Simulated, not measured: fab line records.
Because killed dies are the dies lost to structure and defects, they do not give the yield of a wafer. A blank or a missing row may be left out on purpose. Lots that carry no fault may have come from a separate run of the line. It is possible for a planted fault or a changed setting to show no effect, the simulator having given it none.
Comparing a struck lot with a sound one | flow nand harc | 14 steps out of a route of 1302
Sound: the wafers L105.1, L105.4, L105.5. Struck: wafer L115.2 (left out: L115.3, a lot-mate that was not struck); the cause follows at the end.
Order at every step that has rows: each side's tool, ch and its chambers, its first start. Under that, the readings that differ: sound wafers | struck wafers | difference of the means | sigmas: that difference in standard deviations of wafers without a fault.
alike: readings whose means differ by less than 2 such deviations, and words and numbers that are the same on both sides. not compared: withheld readings, readings that some wafer has no value for, bounds like >300 that may hide the same value, and numbers for which the record gives no deviation and whose values overlap.
Wherever a step has rows on one side only, a row that says differs or no value, or a row with sigmas, the two part there. Numbers that have no deviation but don't overlap get no sigmas and don't part them. A reading missing from all wafers of one side parts the sides only when that side holds two or more wafers.

NHARC_A_CONTACT_ETCH_137: etches the open film in C4F8/O2/Ar, time 311 s, target depth 1912 nm.
  sound on har cap etch-01 ch 0,1, day 24 09:50; struck on har cap etch-03 ch 0, day 27 09:10
  not compared: rf hours counter h
then, 1 step without rows for these wafers: NHARC_A_CONTACT_ETCH_138 (etches the open film in C4F8/O2/Ar, time 311 s, target depth 1914 nm).
NHARC_A_CONTACT_ETCH_139: etches the open film in C4F8/O2/Ar, time 195 s, target depth 840 nm.
  sound on har cap etch-01 ch 0,1, day 24 10:22; struck on har cap etch-03 ch 0, day 27 09:42
  not compared: rf hours counter h
then, 1 step without rows for these wafers: NHARC_A_CONTACT_ETCH_92 (etches the open film in CH3F/O2, target depth 40 nm, time 85.7 s).
NHARC_A_CONTACT_ETCH_98: etches the open film in C4F6/O2, target depth 20 nm, time 10 s.
  sound on rie diel-13 ch 1,2; struck on rie diel-08 ch 2
  alike: drypump motor current A, oes product au, rf vpp V, showerhead plenum p Torr, throttle valve pct
  not compared: rf hours counter h
NHARC_A_CONTACT_CD_MEAS_15:
  sound on cd sem-02 at day 24 11:08; struck on cd sem-01 at day 27 10:32
  alike: cd nm
then, 4 steps without rows for these wafers: NHARC_A_CONTACT_STRIP_107 (strips in N2/H2); NHARC_A_CONTACT_STRIP_108 (strips in CF4/CHF3); NHARC_A_CONTACT_STRIP_109 (strips in O2/COS); NHARC_A_CONTACT_ETCH_110 (etches the open film in CF4/O2, target depth 60 nm, overetch 6 nm, time 33 s).
NHARC_A_CONTACT_STRIP_26: strips in O2.
  sound on rie diel-04 ch 0,3; struck on rie diel-08 ch 3
  alike: drypump motor current A, oes product au, rf vpp V, showerhead plenum p Torr, throttle valve pct
  not compared: rf hours counter h
then, 1 step without rows for these wafers: NHARC_A_CONTACT_STRIP_27 (strips in post etch residue remover, time 600 s).
NHARC_A_CONTACT_ALD_18: deposits TiN, target thk 3 nm, pulse time 1 s, ald cycles 150.
  sound on ald metal-04 ch 0,2,3, day 24 12:14; struck on ald metal-04 ch 3, day 27 11:29
  reading    | sound       | struck | difference | sigmas
  ald cycles | 150 150 150 | 72     | -78        |
  alike: heater power w, precursor pulse height rel
  not compared: since wet clean h
NHARC_A_CONTACT_CVD_19: deposits W, target thk 300 nm, time 802 s.
  sound on cvd w-01 ch 0,1; struck on cvd w-01 ch 1
  reading                | sound             | struck | difference | sigmas
  mfc wf6 sccm (sccm)    | 39.92 40.11 39.87 | 40.22  | +0.25      | +2
  throttle valve pct (%) | 7.5 7.6 8.5       | 8.9    | +1.0       | +2
  alike: heater power w
  not compared: since wet clean h

WHERE THEY PART
Only at NHARC_A_CONTACT_CVD_19, within this record.

WHY: the cause the simulator had injected
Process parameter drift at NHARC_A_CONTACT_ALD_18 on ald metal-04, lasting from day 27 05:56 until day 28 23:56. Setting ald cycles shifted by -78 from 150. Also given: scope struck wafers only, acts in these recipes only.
